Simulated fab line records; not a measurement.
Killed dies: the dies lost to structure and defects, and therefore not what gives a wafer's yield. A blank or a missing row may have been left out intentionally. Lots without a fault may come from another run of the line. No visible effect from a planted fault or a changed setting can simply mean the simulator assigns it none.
A struck lot beside a sound one :: flow nand-harc :: 13 steps out of a route of 1302
Sound: the wafers L895.3, L895.4, L895.6. Wafers L900.4, L900.5, L900.6 were the ones struck. The cause comes at the end.
Each step with rows lists, per side, the tool, then ch with its chambers, then its first start. Under that, the readings that differ: sound wafers :: struck wafers :: difference of the means :: sigmas: that difference in standard deviations of wafers without a fault.
alike: a reading whose means differ by less than 2 such deviations, as well as words and numbers matching on both sides. not compared: withheld readings; readings where some wafer has no value; bounds like >300 that might hide an equal value; numbers whose values overlap and for which the record gives no deviation.
A row with sigmas, a row that says differs or no value, or rows on one side alone: a step with any of these is where the two part. When numbers do not overlap yet have no deviation, they are printed without sigmas and do not part them. A reading that every wafer of one side lacks parts them only if that side has two wafers or more.

first, 1 step without rows for these wafers: NHARC_A_BLC_STRIP_29 (strips in CF4).
NHARC_A_BLC_STRIP_21: strips in O2.
  sound on rie-diel-10 ch 0,1,2, day 27 14:44; struck on rie-diel-12 ch 0,1,3, day 29 19:47
reading: oes-product-au (a.u.)
sound: 0.988 0.980 0.987
struck: 1.028 1.020 1.010
difference: +0.034
sigmas: +3
  alike: drypump-motor-current-A, rf-vpp-V, showerhead-plenum-p-Torr, throttle-valve-pct
  not compared: rf-hours-counter-h
then, 1 step without rows for these wafers: NHARC_A_BLC_STRIP_22 (strips in post etch residue remover, time 600 s).
NHARC_A_BLC_DEGAS_30: time 60 s.
  sound on pvd-sputter-01, day 27 15:09; struck on pvd-sputter-02, day 29 20:12
  alike: heater-power-w, susceptor-temp-C
then, 1 step without rows for these wafers: NHARC_A_BLC_PRE_CLEAN_31 (time 15 s).
NHARC_A_BLC_PVD_32: deposits Ti, target thk 5 nm, time 17.7 s.
  sound on pvd-sputter-01; struck on pvd-sputter-02
  alike: throttle-valve-pct
then, 1 step without rows for these wafers: NHARC_A_BLC_ALD_23 (deposits TiN, target thk 3 nm, pulse time 1 s, ald cycles 150).
NHARC_A_BLC_CVD_24: deposits W, target thk 150 nm, time 434 s.
  sound on cvd-w-01 ch 0,1; struck on cvd-w-02 ch 0,1
  alike: heater-power-w, mfc-h2-sccm, susceptor-temp-C, throttle-valve-pct
NHARC_A_BLC_CMP_25: polishes, t overpolish 30 s, target thk 150 nm.
  sound on cmp-02 ch 0,2, day 27 16:07; struck on cmp-04 ch 1,2,3, day 29 21:13
  alike: motor-current-A, overpolish-run-s, time-to-endpoint-s
following that, these wafers have no rows for 1 step: NHARC_A_BLC_SRD_27.
NHARC_A_BLC_INSPECT_28:
  sound on defect-inspect-01, day 27 16:31; struck on defect-inspect-01, day 29 21:34
  alike: raw-defect-count
NHARC_A_M0_DEP_00: deposits SiOC, target thk 150 nm.
  sound on pecvd-03 ch 0,1, day 27 16:37; struck on pecvd-03 ch 0,1,2, day 29 21:46
  no value came back on the struck wafers for chamber-pressure-Torr (Torr), rf-fwd-power-W (W); on the sound wafers chamber-pressure-Torr (Torr) reads 4.981 5.003 4.971
then, 1 step without rows for these wafers: NHARC_A_M0_DEHYDRATE_01 (time 120 s).

== WHERE THEY PART ==
Earliest at NHARC_A_BLC_STRIP_21; latest, in this record, at NHARC_A_M0_DEP_00.

WHY: what the simulator had put in
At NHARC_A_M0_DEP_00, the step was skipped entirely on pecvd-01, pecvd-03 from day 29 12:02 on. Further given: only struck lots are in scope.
